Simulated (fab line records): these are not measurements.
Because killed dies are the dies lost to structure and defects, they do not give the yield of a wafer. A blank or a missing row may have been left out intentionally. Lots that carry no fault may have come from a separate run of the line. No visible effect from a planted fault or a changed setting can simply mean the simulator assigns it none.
Split-lot trial || flow n5_finfet || on a route of 1938 steps: 7 lots, 21 wafers read

## THE SPLIT ITSELF
At N5_BEOL_M8_COAT_64 (time 60 s, resist thk 12 nm), the setting spin_rpm was moved away from the recipe's 1500 rpm on 9 of the 21 wafers read, by -7.6% to +5.1%. For the rest of the wafers, this setting stayed at what the recipe calls for.

## FROM THE SPLIT TO THE READING: what the file shows between them, 4 steps
- N5_BEOL_M8_COAT_71: time 60 s, resist thk 5 nm
- N5_BEOL_M8_COAT_22: resist thk 30 nm
- N5_BEOL_M8_DESCUM_33: chemistry O2, time 7 s
- N5_BEOL_M8_ETCH_72: etches underlayer in N2/H2, target depth 6.5 nm, time 5.2 s

## THE READING
etch.depth_nm (the simulator's own value, which no gauge read), in nm, at N5_BEOL_M8_ETCH_65 (etches SiARC in CF4, target depth 15.6 nm, time 26 s). The file does not state a usual value for it. Across the 12 wafers here that went through the recipe, the average is 11.98 nm and the standard deviation 0.014 nm.

{"wafer": "L074.1", "tool, chamber at the split": "litho_track-05, 0", "spin_rpm as run, rpm": 1500, "against the recipe": "recipe", "etch.depth_nm, nm": 11.97, "against lot-mates on the recipe": "-"}
{"wafer": "L074.2", "tool, chamber at the split": "litho_track-05, 0", "spin_rpm as run, rpm": 1567, "against the recipe": "+4.5%", "etch.depth_nm, nm": 11.67, "against lot-mates on the recipe": -0.29}
{"wafer": "L074.4", "tool, chamber at the split": "litho_track-05, 0", "spin_rpm as run, rpm": 1500, "against the recipe": "recipe", "etch.depth_nm, nm": 11.96, "against lot-mates on the recipe": "-"}
{"wafer": "L075.4", "tool, chamber at the split": "litho_track-05, 0", "spin_rpm as run, rpm": 1500, "against the recipe": "recipe", "etch.depth_nm, nm": 11.96, "against lot-mates on the recipe": "-"}
{"wafer": "L075.6", "tool, chamber at the split": "litho_track-05, 0", "spin_rpm as run, rpm": 1500, "against the recipe": "recipe", "etch.depth_nm, nm": 11.96, "against lot-mates on the recipe": "-"}
{"wafer": "L075.5", "tool, chamber at the split": "litho_track-05, 0", "spin_rpm as run, rpm": 1500, "against the recipe": "recipe", "etch.depth_nm, nm": 11.99, "against lot-mates on the recipe": "-"}
{"wafer": "L078.1", "tool, chamber at the split": "litho_track-04, 0", "spin_rpm as run, rpm": 1386, "against the recipe": "-7.6%", "etch.depth_nm, nm": 12.47, "against lot-mates on the recipe": "+0.49"}
{"wafer": "L078.3", "tool, chamber at the split": "litho_track-04, 0", "spin_rpm as run, rpm": 1500, "against the recipe": "recipe", "etch.depth_nm, nm": 11.99, "against lot-mates on the recipe": "-"}
{"wafer": "L078.6", "tool, chamber at the split": "litho_track-04, 0", "spin_rpm as run, rpm": 1500, "against the recipe": "recipe", "etch.depth_nm, nm": 11.98, "against lot-mates on the recipe": "-"}
{"wafer": "L081.3", "tool, chamber at the split": "litho_track-05, 0", "spin_rpm as run, rpm": 1500, "against the recipe": "recipe", "etch.depth_nm, nm": 12.01, "against lot-mates on the recipe": "-"}
{"wafer": "L081.4", "tool, chamber at the split": "litho_track-05, 0", "spin_rpm as run, rpm": 1566, "against the recipe": "+4.4%", "etch.depth_nm, nm": 11.72, "against lot-mates on the recipe": -0.29}
{"wafer": "L081.5", "tool, chamber at the split": "litho_track-05, 0", "spin_rpm as run, rpm": 1566, "against the recipe": "+4.4%", "etch.depth_nm, nm": 11.74, "against lot-mates on the recipe": -0.27}
{"wafer": "L089.2", "tool, chamber at the split": "litho_track-05, 0", "spin_rpm as run, rpm": 1576, "against the recipe": "+5.1%", "etch.depth_nm, nm": 11.67, "against lot-mates on the recipe": -0.31}
{"wafer": "L089.5", "tool, chamber at the split": "litho_track-05, 0", "spin_rpm as run, rpm": 1500, "against the recipe": "recipe", "etch.depth_nm, nm": 11.98, "against lot-mates on the recipe": "-"}
{"wafer": "L089.6", "tool, chamber at the split": "litho_track-05, 0", "spin_rpm as run, rpm": 1576, "against the recipe": "+5.1%", "etch.depth_nm, nm": 11.69, "against lot-mates on the recipe": -0.29}
{"wafer": "L091.1", "tool, chamber at the split": "litho_track-05, 0", "spin_rpm as run, rpm": 1500, "against the recipe": "recipe", "etch.depth_nm, nm": 11.98, "against lot-mates on the recipe": "-"}
{"wafer": "L091.3", "tool, chamber at the split": "litho_track-05, 0", "spin_rpm as run, rpm": 1544, "against the recipe": "+2.9%", "etch.depth_nm, nm": 11.88, "against lot-mates on the recipe": -0.10}
{"wafer": "L091.5", "tool, chamber at the split": "litho_track-05, 0", "spin_rpm as run, rpm": 1544, "against the recipe": "+2.9%", "etch.depth_nm, nm": 11.8, "against lot-mates on the recipe": -0.18}
{"wafer": "L090.1", "tool, chamber at the split": "litho_track-05, 0", "spin_rpm as run, rpm": 1500, "against the recipe": "recipe", "etch.depth_nm, nm": 11.97, "against lot-mates on the recipe": "-"}
{"wafer": "L090.4", "tool, chamber at the split": "litho_track-05, 0", "spin_rpm as run, rpm": 1500, "against the recipe": "recipe", "etch.depth_nm, nm": 11.97, "against lot-mates on the recipe": "-"}
{"wafer": "L090.2", "tool, chamber at the split": "litho_track-05, 0", "spin_rpm as run, rpm": 1405, "against the recipe": "-6.3%", "etch.depth_nm, nm": 12.35, "against lot-mates on the recipe": "+0.38"}

THE FIT
A straight line over all 21 wafers: etch.depth_nm changes by -0.0602 nm for each +1% of spin_rpm; r = -0.99; the points scatter about the line by 0.025 nm.
The same after taking each lot's own level away (the mean of its wafers on the recipe; 21 wafers): -0.0612 nm for each +1%; r = -0.99; scatter 0.021 nm.
Per that fit: largest spin_rpm move, reading shift of 0.47 nm.
Across the lots, their own levels run from 11.965 to 12.010 nm, a range of 3.1 times the standard deviation given above.
The two slopes are in agreement: the lot-to-lot level therefore moves the slope only a little.
Check: for one of the wafers moved furthest among these (-7.6%), held out of the fit, the line's prediction against its lot-mates is +0.459 nm. Against them it came out at +0.485 nm.

## OTHER SPLITS ON THESE WAFERS
Before the reading, these wafers also passed through other splits. Each is held against what the fit with the lots' levels taken away leaves over:
{"other split on the same wafers": "N5_BEOL_M6_COAT_60 spin_rpm", "wafers away from the commonest value": 7, "r with etch.depth_nm (lot level and that fit taken away)": "+0.23"}
{"other split on the same wafers": "N5_BEOL_M7_DESCUM_33 time_s", "wafers away from the commonest value": 5, "r with etch.depth_nm (lot level and that fit taken away)": "+0.06"}
{"other split on the same wafers": "N5_BEOL_M8_ETCH_61 bias_w", "wafers away from the commonest value": 7, "r with etch.depth_nm (lot level and that fit taken away)": "+0.49"}

## THE WHOLE CHAIN: every reading that the file lists as answering this split, in the file's order
{"step": "N5_BEOL_M8_COAT_64", "what it does": "time 60 s, resist thk 12 nm", "reading": "SiARC_of_BEOL_M8_COAT_64.thk_nm (the simulator's own value, which no gauge read)", "change (the file's fit)": "-0.0633 nm for each +1% of the setting", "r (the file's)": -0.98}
{"step": "N5_BEOL_M8_ETCH_65", "what it does": "etches SiARC in CF4, target depth 15.6 nm, time 26 s", "reading": "etch.depth_nm (the simulator's own value, which no gauge read)", "change (the file's fit)": "-0.0612 nm for each +1% of the setting", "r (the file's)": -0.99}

## FILE'S OWN FIT
etch.depth_nm changes by -0.0612 nm for each +1% of spin_rpm, r = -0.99.
